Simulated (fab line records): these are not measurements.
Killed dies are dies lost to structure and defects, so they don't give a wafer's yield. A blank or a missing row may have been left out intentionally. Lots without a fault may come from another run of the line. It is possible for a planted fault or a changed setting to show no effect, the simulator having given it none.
Matching of chambers | flow n5-finfet | rie-diel-05 running N5_HKMG_FIN_ETCH_54: 4 sister chambers
The step etches SiARC in CF4, target depth 45.5 nm, time 75.8 s. 8 wafers are shown with their chamber, then 7 later ones without.

== EACH WAFER AND ITS CHAMBER ==
wafer  | chamber | drypump-motor-current-A (A) | showerhead-plenum-p-Torr (Torr)
L488.4 | 3       | 5.3                         | 2.14
L491.2 | 1       | 6.1                         | 2.11
L491.4 | 3       | 5.4                         | 2.13
L491.5 | 0       | 5.2                         | 2.20
L492.2 | 1       | 6.1                         | 2.11
L492.6 | 2       | 6.3                         | 2.14
L496.1 | 0       | 5.2                         | 2.20
L496.2 | 2       | 6.3                         | 2.14

== WAFERS WITH NO CHAMBER GIVEN ==
wafer  | drypump-motor-current-A (A) | showerhead-plenum-p-Torr (Torr)
L496.3 | 6.1                         | 2.11
L497.2 | 5.2                         | 2.20
L497.3 | 6.3                         | 2.14
L497.6 | 5.3                         | 2.13
L498.1 | 5.2                         | 2.20
L498.2 | 5.4                         | 2.13
L498.6 | 5.4                         | 2.13

== WHICH CHAMBER EACH WENT THROUGH ==
wafer  | from the rows above | in truth
L496.3 | 1                   | 1
L497.2 | 0                   | 0
L497.3 | 2                   | 2
L497.6 | 3                   | 3
L498.1 | 0                   | 0
L498.2 | 3                   | 3
L498.6 | 3                   | 3
Correctly placed: 7 of 7. From these rows, 0 cannot be placed. Wrongly placed: 0.
How it was worked out, from the rows above alone: a wafer's distance from a chamber is the root of the sum, over the readings, of the square of ((its reading less the chamber's mean) divided by the reading's scatter). If the next closest chamber is less than 2 further off than the closest, the wafer can't be placed; otherwise it belongs to the closest. The mean given for a chamber averages the wafers shown for that chamber. The scatter is the square root of a quotient: the sum, over the shown wafers, of each reading's squared deviation from its chamber's mean, divided by wafers minus chambers.
